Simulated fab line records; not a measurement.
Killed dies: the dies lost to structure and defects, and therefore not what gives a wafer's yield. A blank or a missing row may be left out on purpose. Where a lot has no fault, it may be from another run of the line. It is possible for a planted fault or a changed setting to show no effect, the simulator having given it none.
fab line records	flow nand_harc
[record] lots = 12	wafers = 36	last_day = 34
route steps=1302 shown A_CHANNEL_HOLE_D1@475 A_CHANNEL_FILL_D1@492
lots that met no fault: taken from a fault-free run of the same line
start_h: hours from the record's first day to the start of the lot's first wafer shown	wait_h: how many hours have passed since the lot's step before this one	" repeats the value in the row above	L1.1+2: one row covering several wafers at once	- either no value or no given start	* or withheld: withheld	< > ~ a bound
route shown NAME@n: names a module that has steps shown in the file, with the first one's number in the route	usual: mean and standard deviation over wafers with no fault	same: alike in all rows	chamber/n: place in a boat	sites: readings site by site	_std_site: standard deviation across them	_edge_site: inner sites' mean taken away from outer sites' mean	radius_mm: for every site, how far away it sits from the centre of the wafer	mask NAME#n: copy n	behind: the tool/chamber that last shaped the wafer	hold: reason for holding the lot/hours on hold/outcome of the hold	device: the n, p or np transistor that did not switch	end of line: the same wafers' tests at the end of the route	a step without rows: its recipe alone	killed: dies lost to structure and defects at the first sort, not the wafer's yield	map: a wafer's dies, x killed, . not, _ none there
set.NAME: the run value of the setting; set.NAME@STEP: its run value at that earlier step	model.NAME: the simulator's own value behind a step, which no gauge read
one table for each step of the route and one row for each wafer, over a sample of lots
services: the hour from which a tool's chamber was out of use, counted from the record's first day as start_h (under 0 if before that day), plus the number of hours and why
[[steps]]
[step NHARC_A_CHANNEL_HOLE_D1_ETCH_23]
[recipe] bias_v = 5000	source_w = withheld	pressure_mtorr = 20	time_s = 819	ar_flow_sccm = 375	c4f8_flow_sccm = 89.3	o2_flow_sccm = 35.7	temp_c = -20	target_depth_a = 16000	chemistry = C4F8/O2/Ar
[usual] drypump_motor_current_A = 5.9/0.65	oes_air_line_au = 0.998/0.018	showerhead_plenum_p_Torr = 3.55/0.13	throttle_valve_pct = 32.155/0.009
lot.wafer	tool	chamber	start_h	wait_h	drypump_motor_current_A	oes_air_line_au	rf_hours_counter_h	showerhead_plenum_p_Torr	throttle_valve_pct
L920.2	har_etch-01	0	186.23	0.5	5.3	1.002	86	3.51	32.154
L920.3	"	1	"	"	6.4	1.014	-	3.60	32.136
L920.6	"	0	"	"	5.3	0.975	-	3.51	32.157
L921.2	har_etch-02	1	186.98	0.5	5.1	0.992	303	3.62	32.154
L921.5	"	1	"	"	5.1	1.003	-	3.62	32.150
L921.6	"	0	"	"	6.6	0.989	-	3.49	32.159
L923.2	har_etch-02	0	217.96	0.5	6.6	0.989	319	3.48	32.164
L923.5	"	0	"	"	6.6	0.983	-	3.48	32.152
L923.6	"	1	"	"	5.1	1.046	-	3.61	32.179
L927.2	har_etch-02	1	252.94	0.5	5.1	0.988	342	3.60	32.159
L927.3	"	0	"	"	6.6	0.987	-	3.47	32.157
L927.5	"	1	"	"	5.1	0.993	-	3.60	32.158
L928.1	har_etch-02	0	261.15	0.5	6.6	0.968	350	3.46	32.155
L928.4	"	1	"	"	5.1	1.024	-	3.59	32.157
L928.5	"	0	"	"	6.6	0.985	-	3.46	32.147
L930.3	har_etch-01	1	275.77	0.5	6.4	1.003	-	3.57	32.152
L930.5	"	1	"	"	6.4	1.006	-	3.57	32.155
L930.6	"	0	"	"	5.3	0.981	-	3.48	32.159
L938.1	har_etch-01	1	358.87	0.5	6.4	1.008	189	3.54	32.153
L938.6	"	1	"	"	6.4	0.989	-	3.54	32.161
L938.5	"	0	"	"	5.3	0.980	-	3.45	32.168
L939.1	har_etch-02	0	374.49	0.5	6.6	0.994	418	3.43	32.170
L939.3	"	1	"	"	5.1	0.979	-	3.57	32.150
L939.6	"	1	"	"	5.1	0.989	-	3.57	32.161
L940.1	har_etch-02	1	398.49	0.5	5.1	1.025	1	3.93	32.156
L940.3	"	1	"	"	5.1	1.013	-	3.93	32.160
L940.4	"	0	"	"	6.6	1.012	-	3.93	32.154
L942.4	har_etch-02	0	402.97	0.5	6.6	0.983	-	3.93	32.142
L942.3	"	1	"	"	5.1	0.973	-	3.93	32.165
L942.5	"	0	"	"	6.6	0.986	-	3.93	32.154
L941.1	har_etch-01	0	405.19	0.5	5.3	0.988	223	3.44	32.157
L941.2	"	1	"	"	6.4	0.979	223	3.53	32.146
L941.3	"	1	"	"	6.4	1.020	-	3.53	32.162
L943.1	har_etch-01	1	421.23	0.5	6.4	0.983	234	3.52	32.148
L943.6	"	0	"	"	5.3	1.012	-	3.43	32.128
L943.5	"	1	"	"	6.4	0.955	-	3.52	32.175
[step NHARC_A_CHANNEL_FILL_D1_ALD_02]
[recipe] target_thk_a = 60	pulse_time_s = 10	ald_cycles = 60	temp_c = 300	material = SiO2
[usual] ald_cycles = 60/0	heater_power_w = 486/34	precursor_pulse_height_rel = 1.000/0.021
lot.wafer	tool	chamber	start_h	wait_h	ald_cycles	heater_power_w	precursor_pulse_height_rel
L920.3	ald_hk-02	2	191.35	-	60	440	1.007
L920.2	"	0	"	"	60	470	1.018
L920.6	"	3	"	"	60	509	0.987
L921.2	ald_hk-04	2	191.84	-	60	518	1.012
L921.6	"	0	"	"	60	494	0.991
L921.5	"	1	"	"	60	510	0.965
L923.2	ald_hk-04	1	222.52	-	60	512	0.984
L923.6	"	3	"	"	60	454	0.986
L923.5	"	0	"	"	60	494	0.968
L927.3	ald_hk-01	3	260.81	-	60	520	1.001
L927.2	"	1	"	"	60	504	1.022
L927.5	"	3	"	"	60	526	0.965
L928.1	ald_hk-02	2	265.66	-	60	447	0.977
L928.4	"	0	"	"	65	461	0.963
L928.5	"	2	"	"	60	428	1.006
L930.3	ald_hk-02	2	280.12	-	60	442	0.994
L930.6	"	0	"	"	65	467	0.995
L930.5	"	1	"	"	60	551	1.013
L938.1	ald_hk-04	0	363.33	-	60	516	1.003
L938.5	"	0	"	"	60	504	0.984
L938.6	"	1	"	"	60	496	0.963
L939.3	ald_hk-01	3	381.03	-	60	480	1.008
L939.1	"	0	"	"	60	472	1.067
L939.6	"	3	"	"	60	478	0.973
L940.1	ald_hk-02	0	402.96	-	60	450	0.963
L940.3	"	1	"	"	60	511	0.980
L940.4	"	3	"	"	60	537	0.995
L942.3	ald_hk-01	3	407.20	-	60	487	0.988
L942.4	"	2	"	"	60	428	1.010
L942.5	"	3	"	"	60	480	1.001
L941.3	ald_hk-04	2	412.30	-	60	520	0.964
L941.1	"	0	"	"	60	502	1.045
L941.2	"	1	"	"	60	508	1.005
L943.1	ald_hk-04	1	426.07	-	60	513	1.026
L943.6	"	1	"	"	60	511	0.983
L943.5	"	2	"	"	60	523	0.988
[step NHARC_A_CHANNEL_FILL_D1_ETCHBACK_20]
[recipe] target_depth_a = 270	time_s = 13.5	c4f8_flow_sccm = withheld	o2_flow_sccm = 8	ar_flow_sccm = withheld	rf_w = 600	bias_w = 1500	chemistry = C4F8/O2/Ar
[usual] oes_product_au = 0.96/0.037	rf_vpp_V = 980/5.3
lot.wafer	tool	chamber	start_h	wait_h	oes_product_au	rf_hours_counter_h	rf_vpp_V
L921.2	rie_diel-11	2	215.56	-	0.92	8.1	970
L921.5	"	2	"	"	0.93	-	971
L921.6	"	1	"	"	0.93	-	980
L920.3	rie_diel-07	3	215.57	-	1.01	4.6	976
L920.2	"	0	"	"	0.99	4.2	979
L920.6	"	3	"	"	1.00	-	978
L923.2	rie_diel-11	3	245.38	-	0.92	9.5	977
L923.6	"	1	"	"	0.93	-	982
L923.5	"	2	"	"	0.92	-	971
L927.2	rie_diel-11	1	286.60	-	0.99	1.7	982
L927.3	"	2	"	"	0.99	2.0	969
L927.5	"	0	"	"	0.99	-	987
L928.1	rie_diel-11	0	289.78	-	0.93	1.7	989
L928.4	"	1	"	"	0.92	1.7	980
L928.5	"	1	"	"	0.92	-	980
L930.3	rie_diel-11	1	304.17	-	1.00	2.6	981
L930.5	"	3	"	"	0.99	-	974
L930.6	"	0	"	"	0.99	-	987
L938.1	rie_diel-07	2	387.50	-	0.91	3.1	983
L938.5	"	1	"	"	0.91	-	985
L938.6	"	2	"	"	0.91	-	983
L939.3	rie_diel-07	0	408.29	-	0.93	5.3	979
L939.1	"	3	"	"	0.92	4.9	977
L939.6	"	0	"	"	0.93	-	978
L940.3	rie_diel-11	1	429.77	-	0.92	9.6	981
L940.4	"	3	"	"	0.92	10.9	976
L940.1	"	0	"	"	0.92	10.2	986
L942.3	rie_diel-07	0	429.77	-	0.97	5.9	978
L942.4	"	2	"	"	0.97	4.6	983
L942.5	"	1	"	"	0.97	-	984
L941.3	rie_diel-07	2	436.54	-	0.99	5.1	984
L941.2	"	3	"	"	0.92	5.8	978
L941.1	"	0	"	"	0.92	6.4	977
L943.1	rie_diel-10	3	450.17	-	0.99	0.5	988
L943.6	"	0	"	"	1.00	-	971
L943.5	"	1	"	"	1.01	-	977
[step NHARC_A_CHANNEL_FILL_D1_STRIP_28]
[recipe] time_s = 20	o2_flow_sccm = 500	ar_flow_sccm = 0	bias_w = 0	chemistry = O2
[usual] drypump_motor_current_A = 5.7/0.35	oes_product_au = 0.994/0.0081	rf_vpp_V = 57.9/0.65	showerhead_plenum_p_Torr = 3.58/0.13	throttle_valve_pct = 17.036/0.0093
lot.wafer	tool	chamber	start_h	wait_h	drypump_motor_current_A	oes_product_au	rf_hours_counter_h	rf_vpp_V	showerhead_plenum_p_Torr	throttle_valve_pct
L920.2	rie_diel-07	3	215.65	0.1	6.0	0.990	4.6	58.2	3.50	17.040
L920.3	"	0	"	"	6.4	0.993	4.2	58.1	3.54	17.043
L920.6	"	0	"	"	6.3	0.998	-	58.0	3.54	17.038
L921.2	rie_diel-11	0	215.67	0.1	5.8	0.994	8.0	58.7	3.76	17.030
L921.5	"	0	"	"	5.8	1.004	-	58.5	3.76	17.031
L921.6	"	1	"	"	5.5	0.997	-	57.2	3.61	17.039
L923.2	rie_diel-11	0	245.46	0.1	5.8	0.996	11.0	58.7	3.75	17.025
L923.5	"	3	"	"	6.0	0.988	-	57.3	3.45	17.010
L923.6	"	0	"	"	5.8	0.993	-	56.7	3.75	17.038
L927.2	rie_diel-11	3	286.67	0.1	6.0	0.990	2.1	56.5	3.45	17.035
L927.3	"	0	"	"	5.8	0.995	1.7	57.2	3.75	17.026
L927.5	"	0	"	"	5.8	0.990	-	57.6	3.75	17.040
L928.1	rie_diel-11	2	289.88	0.1	6.1	0.985	2.0	58.0	3.34	17.035
L928.4	"	0	"	"	5.8	0.991	1.7	58.5	3.75	17.034
L928.5	"	2	"	"	6.1	0.981	-	57.1	3.34	17.024
L930.3	rie_diel-11	3	304.25	0.1	6.0	0.995	2.9	57.5	3.45	17.036
L930.6	"	0	"	"	5.8	0.993	-	58.9	3.75	17.051
L930.5	"	1	"	"	5.5	0.996	-	57.7	3.60	17.030
L938.1	rie_diel-07	0	387.60	0.1	6.4	0.999	4.3	58.0	3.54	17.036
L938.6	"	1	"	"	5.6	0.990	-	57.6	3.69	17.022
L938.5	"	2	"	"	5.3	0.990	-	59.2	3.65	17.047
L939.1	rie_diel-07	3	408.38	0.1	6.0	0.989	4.9	57.7	3.50	17.048
L939.3	"	0	"	"	6.4	1.002	5.3	58.6	3.54	17.059
L939.6	"	3	"	"	6.0	0.993	-	58.2	3.50	17.037
L940.1	rie_diel-11	0	429.87	0.1	5.8	0.988	10.2	57.9	3.75	17.030
L940.3	"	1	"	"	5.5	0.992	9.6	57.8	3.60	17.023
L940.4	"	2	"	"	6.1	1.002	10.6	56.8	3.33	17.052
L942.4	rie_diel-07	3	429.87	0.1	5.9	0.984	5.4	58.1	3.50	17.036
L942.3	"	0	"	"	6.4	1.003	5.9	58.3	3.54	17.040
L942.5	"	2	"	"	5.3	0.976	-	57.1	3.65	17.037
L941.2	rie_diel-07	0	436.64	0.1	6.4	0.984	6.4	57.8	3.54	17.029
L941.1	"	1	"	"	5.6	0.998	5.9	58.8	3.69	17.040
L941.3	"	2	"	"	5.3	0.980	5.1	58.3	3.65	17.037
L943.1	rie_diel-10	3	450.29	0.1	5.4	1.008	0.5	58.0	3.77	17.041
L943.6	"	3	"	"	5.4	1.001	-	58.3	3.77	17.030
L943.5	"	1	"	"	5.4	1.009	-	57.5	3.48	17.038
[[services]]
tool	chamber	start_h	hours	kind
rie_diel-07	-	170.04	0.6	repair
rie_diel-07	0	174.04	4.4	repair
ald_hk-02	-	175.11	10.0	pm
ald_hk-04	-	176.01	0.7	repair
har_etch-01	-	191.05	0.8	repair
rie_diel-11	3	210.10	14.5	repair
rie_diel-11	-	230.15	0.6	repair
ald_hk-04	-	255.25	10.0	pm
rie_diel-11	-	255.50	9.0	pm
rie_diel-11	-	284.70	0.7	repair
rie_diel-07	-	294.20	9.0	pm
ald_hk-02	-	314.64	0.2	repair
rie_diel-11	0	317.47	5.4	repair
har_etch-01	-	323.29	1.9	repair
rie_diel-07	2	350.18	2.0	repair
rie_diel-11	3	359.44	2.8	repair
har_etch-02	-	380.05	17.0	pm
rie_diel-11	2	396.45	8.8	repair
rie_diel-11	1	396.75	11.3	repair
ald_hk-04	-	402.82	2.4	repair
rie_diel-07	2	408.36	9.3	repair
rie_diel-11	-	432.50	9.0	pm
ald_hk-04	-	433.32	10.0	pm
rie_diel-07	0	443.16	9.6	repair
[[key]]
[first_sign] step = NHARC_A_CHANNEL_FILL_D1_ALD_02	reading = ald_cycles	direction = up	sigmas = 99+	usual = 60	struck = 65
effect none on later readings
met_at NHARC_A_CHANNEL_FILL_D1_ALD_02
struck_lots L928,L930
struck_wafers L928.4,L930.6
tester_left_out L928,L930
not_acting_at NHARC_A_CHANNEL_HOLE_D1_ETCH_23,NHARC_A_CHANNEL_FILL_D1_ETCHBACK_20,NHARC_A_CHANNEL_FILL_D1_STRIP_28
onset_between 191.35 265.66
[fault] kind = process_parameter_drift	tool = ald_hk-02	chamber = 0	onset_h = 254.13	steps = NHARC_A_CHANNEL_FILL_D1_ALD_02	channel = ald_cycles	offset = 5	shape = step	end_h = 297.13	acts_in = these_recipes_only	stated = 60
// tester_left_out: of these lots the tester's yield and bins aren't shown, on N5 and GAA mostly nor the transistor test; their killed dies are dies lost to structure and defects alone, not to doping, threshold or leakage, so they don't give the yield
